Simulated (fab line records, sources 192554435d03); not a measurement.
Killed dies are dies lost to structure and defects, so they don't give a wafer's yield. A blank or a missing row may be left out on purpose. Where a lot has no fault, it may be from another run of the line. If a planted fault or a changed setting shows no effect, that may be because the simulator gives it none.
fab line records    flow n5_finfet
[record] lots = 7  wafers = 39
route steps=1938 shown WELL_APT@48 FIN_SAQP@138 DUMMY_GATE@228 SD_EPI_P@308 SD_ACTIVATION@331 HKMG_FIN@403 MOL_CONTACT_COAG@581 BEOL_M4@1111
start_h: hours from the record's first day to the start of the lot's first wafer shown    wait_h: hours elapsed since this lot's preceding step    " the same as in the row above    L1.1+2: one row covering several wafers at once    - no value present, or no start provided    * or withheld: withheld    < > ~ a bound
route shown NAME@n: names a module that has steps shown in the file, with the first one's number in the route    usual: average and standard deviation across the fault-free wafers    same: alike in all rows    chamber/n: place in a boat    sites: each site's reading    _std_site: standard deviation of those values    _edge_site: outer sites' mean less inner sites'    radius_mm: how far each site lies from the wafer's centre    mask NAME#n: copy n    behind: the tool/chamber that last shaped the wafer    hold: why the lot went on hold/how many hours it stayed there/how the hold came to an end    device: the transistor (n, p or np) that didn't switch    end of line: the route-end tests of the same wafers    where a step has no rows: the recipe by itself    killed: not the wafer's yield, but the dies lost to structure and defects at the first sort    map: per-die view of a wafer (x killed, . not killed, _ where there is no die)
set.NAME: setting as actually run; set.NAME@STEP: the setting as run at that earlier step    model.NAME: the simulator's own value behind a step, which no gauge read
lots run with intentionally changed settings; tables by step, rows by wafer
[[steps]]
[step N5_WELL_APT_IMPLANT_32]
[recipe] species = BF2  energy_kev = 50  dose_cm2 = 2e+13  tilt_deg = 0  rotation_deg = 0
[step N5_FIN_SAQP_SPACER2_ALD_28]
[recipe] material = SiO2  target_thk_a = 81  temp_c = 300  ald_precursor_family = BDEAS  ald_co_reactant = O2-plasma  pulse_time_s = 1  purge_time_s = 2  co_reactant_purge_time_s = 2  pressure_torr = 2
[step N5_DUMMY_GATE_EXPOSE_12]
[recipe] mask_id = GATE  na = 0.33  source_shape = annular  sigma_inner = 0.2  sigma_outer = 0.6  polarization = unpolarized  target_cd_nm = 25  dose_mj = 34
[step N5_DUMMY_GATE_ETCH_31]
[recipe] chemistry = C4F6/O2  target = SiO2  mask_material = SOC  target_depth_a = 825  time_s = 27.5  ion_energy_ev = 250  pressure_mtorr = 30  source_w = 345  bias_w = 185  Ar_flow_sccm = 300  C4F6_flow_sccm = 10  O2_flow_sccm = 10
[step N5_DUMMY_GATE_ETCH_32]
[recipe] chemistry = CF4  target = SiO2  target_depth_a = 35  time_s = 3.9  ion_energy_ev = 350  pressure_mtorr = 10  icp_w = 800  bias_w = 400  cf4_flow_sccm = 80
[step N5_SD_EPI_P_ETCH_37]
[recipe] chemistry = N2/H2  target = SOC  overetch_a = 1080  mask_material = SiARC  temp_c = 40  ion_energy_ev = 100  source_w = 3000  bias_w = 133  pressure_mtorr = 20  time_s = 486  n2_flow_sccm = 200  h2_flow_sccm = 200  ends = end_point
[step N5_SD_ACTIVATION_LSA_01]
[recipe] temp_c = 1080  time_s = 0.0008  ambient = N2
[step N5_HKMG_FIN_ETCH_55]
[recipe] chemistry = N2/H2  target = SOC  target_depth_a = 2400  temp_c = 40  time_s = 300  ion_energy_ev = 200  mask_material = SiARC  pressure_mtorr = 30  source_w = 840  bias_w = 150  n2_flow_sccm = 200  h2_flow_sccm = 200
[step N5_MOL_CONTACT_COAG_ETCH_91]
[recipe] chemistry = N2/H2  target = SOC  target_depth_a = 600  overetch_a = 210  mask_material = SiARC  temp_c = 40  time_s = 101.2  ion_energy_ev = 200  pressure_mtorr = 30  source_w = 840  bias_w = 150  n2_flow_sccm = 200  h2_flow_sccm = 200
[step N5_BEOL_M4_RC_MEAS_101]
[usual] CJ_N = 4.39/0.067  IOFF_N_LONG = 5.55e-05/2.3e-06  RC_DENSE_N = 18.9/0.35  RC_N = 15.43/0.28  RS_PWELL = 3011/25  RS_SD_N = 28.5/0.41
lot.wafer  tool       chamber  start_h  wait_h  set.energy_kev@WELL_APT_IMPLANT_32  set.temp_c@FIN_SAQP_SPACER2_ALD_28  set.dose_mj@DUMMY_GATE_EXPOSE_12  set.target_depth_a@DUMMY_GATE_ETCH_31  set.time_s@DUMMY_GATE_ETCH_32  set.source_w@SD_EPI_P_ETCH_37  set.temp_c@SD_ACTIVATION_LSA_01  set.time_s@HKMG_FIN_ETCH_55  set.target_depth_a@MOL_CONTACT_COAG_ETCH_91  CJ_N  IOFF_N_LONG[nA/um]  RC_DENSE_N[ohm.um]  RC_N[ohm.um]  RS_PWELL[ohm/sq]  RS_SD_N[ohm/sq]
L075.1     prober-02  0        174.07   0.0     50                                  300                                 34                                825                                    3.9                            3000                           1080                             233.1                        600                                          4.38  5.39e-05            18.8                15.22         3042              28.7
L075.2     "          0        "        "       52.19                               286.3                               36.32                             825                                    4.482                          2461                           1065                             300                          600                                          4.31  5.28e-05            20.6                16.72         3009              30.4
L075.3     "          0        "        "       52.19                               300                                 36.32                             825                                    4.482                          2461                           1080                             233.1                        600                                          4.29  5.33e-05            19.4                15.80         3010              28.8
L075.4     "          0        "        "       52.19                               286.3                               34                                825                                    3.9                            2461                           1080                             300                          600                                          4.29  5.37e-05            18.8                15.40         3018              29.2
L075.5     "          0        "        "       50                                  300                                 34                                825                                    4.482                          3000                           1065                             300                          600                                          4.35  5.3e-05             20.4                16.44         3040              30.8
L075.6     "          0        "        "       50                                  286.3                               36.32                             825                                    3.9                            3000                           1065                             233.1                        600                                          4.44  5.45e-05            20.3                16.74         3049              30.5
L081.1     prober-01  0        216.01   0.0     50                                  300                                 34                                825                                    3.092                          2453                           1075                             300                          653.7                                        4.29  5.75e-05            19.2                15.53         2988              29.0
L081.2     "          0        "        "       52.92                               300                                 34                                825                                    3.9                            2453                           1075                             300                          600                                          4.16  5.73e-05            18.7                15.39         2926              29.7
L081.3     "          0        "        "       50                                  300                                 34                                825                                    3.092                          2453                           1080                             300                          600                                          4.31  5.67e-05            18.8                15.14         2974              28.8
L081.4     "          0        "        "       52.92                               300                                 34                                825                                    3.092                          3000                           1080                             300                          653.7                                        4.16  5.67e-05            18.4                15.11         2943              29.3
L081.5     "          0        "        "       52.92                               300                                 34                                825                                    3.9                            3000                           1075                             300                          600                                          4.12  5.55e-05            18.9                15.43         2945              29.6
L081.6     "          0        "        "       50                                  300                                 34                                825                                    3.9                            3000                           1080                             300                          653.7                                        4.36  5.84e-05            17.9                14.66         3006              29.2
L082.1     prober-01  0        227.21   0.0     50                                  300                                 34.82                             825                                    3.9                            2689                           1096                             300                          650.4                                        4.43  5.99e-05            17.3                14.08         3039              26.7
L082.2     "          0        "        "       50                                  300                                 34.82                             791.8                                  3.9                            3000                           1080                             300                          600                                          4.35  5.85e-05            18.7                15.25         3046              29.6
L082.3     "          0        "        "       54.89                               300                                 34                                825                                    3.9                            3000                           1080                             300                          650.4                                        4.08  5.71e-05            19.0                15.47         2972              29.1
L082.4     "          0        "        "       54.89                               300                                 34                                825                                    3.9                            3000                           1096                             300                          600                                          4.06  5.79e-05            16.8                13.85         2946              27.3
L082.5     "          0        "        "       50                                  300                                 34                                791.8                                  3.9                            2689                           1080                             300                          600                                          4.35  5.92e-05            18.6                15.14         3048              29.1
L082.6     "          0        "        "       54.89                               300                                 34.82                             791.8                                  3.9                            2689                           1096                             300                          650.4                                        4.04  5.72e-05            17.5                14.25         2992              27.3
L088.2     prober-02  0        260.42   0.2     50                                  300                                 34                                825                                    3.9                            3000                           1080                             300                          600                                          4.30  5.42e-05            18.8                15.38         3044              28.5
L088.4     "          0        "        "       50                                  300                                 34                                825                                    3.9                            3000                           1080                             300                          600                                          4.35  5.43e-05            18.8                15.37         3021              28.0
L088.6     "          0        "        "       50                                  300                                 34                                825                                    3.9                            3000                           1080                             300                          600                                          4.29  5.38e-05            18.8                15.48         3033              28.6
L091.1     prober-02  0        270.15   0.0     50                                  300                                 34                                825                                    3.9                            3000                           1075                             300                          535.5                                        4.51  5.28e-05            19.5                15.75         3010              29.0
L091.2     "          0        "        "       42.57                               310.4                               33.27                             825                                    4.535                          3000                           1075                             273.8                        600                                          5.07  5.82e-05            19.4                15.86         3072              28.9
L091.3     "          0        "        "       50                                  300                                 33.27                             825                                    3.9                            3000                           1075                             300                          600                                          4.45  5.19e-05            19.1                15.54         3009              29.1
L091.4     "          0        "        "       42.57                               300                                 34                                825                                    4.535                          3000                           1080                             273.8                        535.5                                        5.08  5.77e-05            18.9                15.37         3085              28.3
L091.5     "          0        "        "       42.57                               310.4                               33.27                             825                                    3.9                            3000                           1080                             273.8                        535.5                                        5.13  5.84e-05            18.9                15.27         3121              28.3
L091.6     "          0        "        "       50                                  310.4                               34                                825                                    4.535                          3000                           1080                             300                          600                                          4.47  5.28e-05            18.3                14.85         3044              28.5
L095.1     prober-01  0        286.38   0.0     50                                  307.9                               34                                825                                    3.9                            3000                           1080                             300                          540.9                                        4.42  5.71e-05            18.6                15.21         3051              28.6
L095.2     "          0        "        "       50                                  307.9                               32.67                             825                                    3.279                          3360                           1080                             321                          600                                          4.44  5.8e-05             18.5                15.09         3076              28.2
L095.3     "          0        "        "       50                                  300                                 32.67                             825                                    3.279                          3360                           1093                             300                          600                                          4.41  5.72e-05            17.3                14.23         3030              26.8
L095.4     "          0        "        "       50                                  300                                 32.67                             825                                    3.9                            3000                           1093                             300                          600                                          4.41  5.67e-05            17.6                14.30         3021              27.0
L095.5     "          0        "        "       50                                  300                                 34                                825                                    3.279                          3000                           1093                             321                          540.9                                        4.49  5.71e-05            17.5                14.17         3037              26.7
L095.6     "          0        "        "       50                                  307.9                               34                                825                                    3.9                            3360                           1080                             321                          540.9                                        4.42  5.71e-05            18.4                14.89         3002              28.3
L093.1     prober-02  0        288.97   0.0     50                                  300                                 34                                739.8                                  3.9                            2582                           1072                             300                          600                                          4.45  5.08e-05            19.4                15.95         3033              29.2
L093.2     "          0        "        "       42.57                               300                                 34.75                             739.8                                  3.9                            2582                           1080                             341.6                        600                                          5.02  5.75e-05            18.6                15.20         3128              28.2
L093.3     "          0        "        "       42.57                               305.4                               34                                825                                    4.489                          2582                           1080                             300                          600                                          5.06  5.64e-05            18.9                15.42         3073              28.0
L093.4     "          0        "        "       42.57                               305.4                               34.75                             825                                    3.9                            3000                           1072                             300                          600                                          5.00  5.77e-05            19.6                15.99         3097              28.9
L093.5     "          0        "        "       50                                  305.4                               34.75                             739.8                                  4.489                          3000                           1080                             341.6                        600                                          4.44  5.17e-05            18.6                15.34         3031              28.0
L093.6     "          0        "        "       50                                  300                                 34                                825                                    4.489                          3000                           1072                             341.6                        600                                          4.48  5.11e-05            19.6                15.99         3026              28.8
[[key]]
[split] step = N5_WELL_APT_IMPLANT_32  setting = energy_kev  stated_as = 50
[response] step = N5_BEOL_M4_RC_MEAS_101  reading = CJ_N  slope = -0.0373  per = 1%  together_with = all  explained = 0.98
[response] step = N5_BEOL_M4_RC_MEAS_101  reading = IOFF_N_LONG  slope = -3.38e-07  per = 1%  together_with = all  explained = 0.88
[response] step = N5_BEOL_M4_RC_MEAS_101  reading = RS_PWELL  slope = -5.86  per = 1%  together_with = all  explained = 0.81
[split] step = N5_FIN_SAQP_SPACER2_ALD_28  setting = temp_c  stated_as = 300
response none clear
[split] step = N5_DUMMY_GATE_EXPOSE_12  setting = dose_mj  stated_as = 34
response none clear
[split] step = N5_DUMMY_GATE_ETCH_31  setting = target_depth_a  stated_as = 825
response none clear
[split] step = N5_DUMMY_GATE_ETCH_32  setting = time_s  stated_as = 3.9
response none clear
[split] step = N5_SD_EPI_P_ETCH_37  setting = source_w  stated_as = 3000
response none clear
[split] step = N5_SD_ACTIVATION_LSA_01  setting = temp_c  stated_as = 1080
[response] step = N5_BEOL_M4_RC_MEAS_101  reading = RC_N  slope = -0.865  per = 1%  together_with = all  explained = 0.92
[response] step = N5_BEOL_M4_RC_MEAS_101  reading = RS_SD_N  slope = -1.28  per = 1%  together_with = all  explained = 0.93
[response] step = N5_BEOL_M4_RC_MEAS_101  reading = RC_DENSE_N  slope = -1.08  per = 1%  together_with = all  explained = 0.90
[split] step = N5_HKMG_FIN_ETCH_55  setting = time_s  stated_as = 300
response none clear
[split] step = N5_MOL_CONTACT_COAG_ETCH_91  setting = target_depth_a  stated_as = 600
response none clear
